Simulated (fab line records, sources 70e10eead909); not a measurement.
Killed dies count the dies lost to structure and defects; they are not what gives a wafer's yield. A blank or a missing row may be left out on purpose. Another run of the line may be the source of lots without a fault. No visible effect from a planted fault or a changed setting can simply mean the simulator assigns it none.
Struck lot and sound lot, side by side -- flow nand harc -- 31 steps out of a route of 1159
Sound: wafers L391.4, L391.5, L391.6. Struck: wafer L402.1 (L402.3, L402.5, from the same lot, were not struck and are left out); the cause is given at the end.
Per side, at each step with rows, come the tool, then ch with its chambers, and then its first start. Under that, the readings that differ: sound wafers -- struck wafers -- difference of the means -- sigmas: that difference in standard deviations of wafers without a fault.
alike: same words and numbers on both sides, and readings whose means sit less than 2 such deviations apart. not compared: any withheld reading, any reading some wafer has no value for, any bound like >300 that may hide the same value, and any number with overlapping values for which the record gives no deviation.
A row with sigmas, a row that says differs or no value, or rows on one side alone: a step with any of these is where the two part. When numbers do not overlap yet have no deviation, they are printed without sigmas and do not part them. Lack of a reading on every wafer of one side parts them only where that side has two or more wafers.

first, 2 steps without rows for these wafers: NHARC_A_CHANNEL_HOLE_D1_PEB_08 (peb time 65 s); NHARC_A_CHANNEL_HOLE_D1_DEVELOP_09 (develop time 35 s).
NHARC_A_CHANNEL_HOLE_D1_CD_MEAS_10 targets a cd of 100 nm.
  sound on cd sem-01 ch 0, day 9 11:13; struck on cd sem-01 ch 0, day 12 10:11
  alike: cd nm
NHARC_A_CHANNEL_HOLE_D1_OVL_MEAS_11:
  struck on overlay-01, day 12 10:17; sound on overlay-01, day 9 11:17
  alike: overlay x nm, overlay y nm
NHARC_A_CHANNEL_HOLE_D1_INSPECT_12:
  struck on defect inspect-02, day 12 10:19; sound on defect inspect-02, day 9 11:20
  alike: raw defect count
  not compared: hold
NHARC_A_CHANNEL_HOLE_D1_DESCUM_15: chemistry O2, time 3 s.
  sound on rie diel-03 ch 1,2,3, day 9 11:25; struck on rie diel-03 ch 3, day 12 10:23
reading,sound,struck,difference,sigmas
oes product au (a.u.),1.011 1.006 1.020,0.994,-0.018,-2
  alike: drypump motor current A, rf vpp V, showerhead plenum p Torr, throttle valve pct
  not compared: hold, rf hours counter h
then, 4 steps without rows for these wafers: NHARC_A_CHANNEL_HOLE_D1_ETCH_38 (etches the open film in CF4, target depth 39 nm, time 65 s); NHARC_A_CHANNEL_HOLE_D1_ETCH_39 (etches the open film in N2/H2, target depth 260 nm, time 325 s); NHARC_A_CHANNEL_HOLE_D1_ETCH_34 (etches the open film in CF4/CHF3, target depth 154 nm, time 77 s); NHARC_A_CHANNEL_HOLE_D1_ETCH_16 (etches the open film in O2/COS, target depth 3100 nm, time 806 s).
NHARC_A_CHANNEL_HOLE_D1_CD_MEAS_18:
  struck on cd sem-02, day 12 11:29; sound on cd sem-01, day 9 12:30
  alike: cd nm
then, 1 step without rows for these wafers: NHARC_A_CHANNEL_HOLE_D1_ETCH_19 (etches the open film in C4F8/O2/Ar, time 34.5 s).
NHARC_A_CHANNEL_HOLE_D1_ETCH_20: etches the open film in C4F8/O2/Ar, time 361.9 s, target depth 1600 nm.
  sound on har etch-02 ch 0,1, day 9 12:47; struck on har etch-01 ch 1, day 12 11:40
reading,sound,struck,difference,sigmas
rf hours counter h (h),- - -,235,no value on the sound wafers,
  alike: drypump motor current A, showerhead plenum p Torr, throttle valve pct
then, 1 step without rows for these wafers: NHARC_A_CHANNEL_HOLE_D1_ETCH_21 (etches the open film in C4F8/O2/Ar, time 514.3 s, target depth 1600 nm).
NHARC_A_CHANNEL_HOLE_D1_ETCH_22: etches the open film in C4F8/O2/Ar, time 666.7 s, target depth 1600 nm.
  sound on har etch-02 ch 0,1, day 9 13:37; struck on har etch-01 ch 1, day 12 12:26
reading,sound,struck,difference,sigmas
rf hours counter h (h),- - -,235,no value on the sound wafers,
  alike: drypump motor current A, showerhead plenum p Torr, throttle valve pct
then, 1 step without rows for these wafers: NHARC_A_CHANNEL_HOLE_D1_ETCH_23 (etches the open film in C4F8/O2/Ar, time 819 s, target depth 1600 nm).
NHARC_A_CHANNEL_HOLE_D1_ETCH_24: etches the open film in C4F8/O2/Ar, time 906.2 s, target depth 1500 nm.
  sound on har etch-02 ch 0,1, day 9 14:56; struck on har etch-01 ch 1, day 12 13:42
reading,sound,struck,difference,sigmas
rf hours counter h (h),- - -,237,no value on the sound wafers,
  alike: drypump motor current A, showerhead plenum p Torr, throttle valve pct
NHARC_A_CHANNEL_HOLE_D1_ETCH_25: etches the open film in C4F8/O2/Ar, time 1040.2 s, target depth 1500 nm.
  sound on har etch-02 ch 0,1, day 9 15:44; struck on har etch-01 ch 1, day 12 14:27
reading,sound,struck,difference,sigmas
rf hours counter h (h),- - -,237,no value on the sound wafers,
  alike: drypump motor current A, showerhead plenum p Torr, throttle valve pct
then, 6 steps without rows for these wafers: NHARC_A_CHANNEL_HOLE_D1_ETCH_26 (etches the open film in C4F8/O2/Ar, time 224.1 s, target depth 300 nm); NHARC_A_CHANNEL_HOLE_D1_ETCH_33 (etches the open film in C4F8/O2/Ar, time 90 s, target depth 400 nm); NHARC_A_CHANNEL_HOLE_D1_STRIP_41 (strips in N2/H2); NHARC_A_CHANNEL_HOLE_D1_STRIP_42 (strips in CF4/CHF3); NHARC_A_CHANNEL_HOLE_D1_STRIP_43 (strips in O2/COS); NHARC_A_CHANNEL_HOLE_D1_ETCH_44 (etches the open film in CF4/O2, target depth 140 nm, overetch 14 nm, time 77 s).
NHARC_A_CHANNEL_HOLE_D1_STRIP_27: strips in O2.
  sound on rie diel-11 ch 0,1,2; struck on rie diel-11 ch 3
  alike: drypump motor current A, oes product au, rf vpp V, showerhead plenum p Torr, throttle valve pct
  not compared: rf hours counter h
then, 2 steps without rows for these wafers: NHARC_A_CHANNEL_HOLE_D1_PRECLEAN_28 (cleans in SC1); NHARC_A_CHANNEL_HOLE_D1_SRD_29.
NHARC_A_CHANNEL_HOLE_D1_CD_MEAS_30:
  struck on cd sem-03, day 12 17:05; sound on cd sem-03, day 9 18:05
  alike: cd nm
NHARC_A_CHANNEL_HOLE_D1_XSEM_31:
  sound on xsem-01 ch 0, day 9 18:10; struck on xsem-02 ch 0
  alike: bot cd nm, tilt deg
  not compared: bow nm
NHARC_A_CHANNEL_HOLE_D1_INSPECT_40:
  struck on defect inspect-02, day 12 19:07; sound on defect inspect-02, day 9 18:16
  alike: raw defect count
next, for these wafers, 1 step has no rows: NHARC_END_SORT_01.

WHERE THEY PART
Last at NHARC_A_CHANNEL_HOLE_D1_ETCH_25 as far as this record goes, first at NHARC_A_CHANNEL_HOLE_D1_DESCUM_15. Later steps at which nothing parts them and some readings are alike: NHARC_A_CHANNEL_HOLE_D1_STRIP_27, NHARC_A_CHANNEL_HOLE_D1_CD_MEAS_30, NHARC_A_CHANNEL_HOLE_D1_XSEM_31, NHARC_A_CHANNEL_HOLE_D1_INSPECT_40.

WHY: what had been put in by the simulator
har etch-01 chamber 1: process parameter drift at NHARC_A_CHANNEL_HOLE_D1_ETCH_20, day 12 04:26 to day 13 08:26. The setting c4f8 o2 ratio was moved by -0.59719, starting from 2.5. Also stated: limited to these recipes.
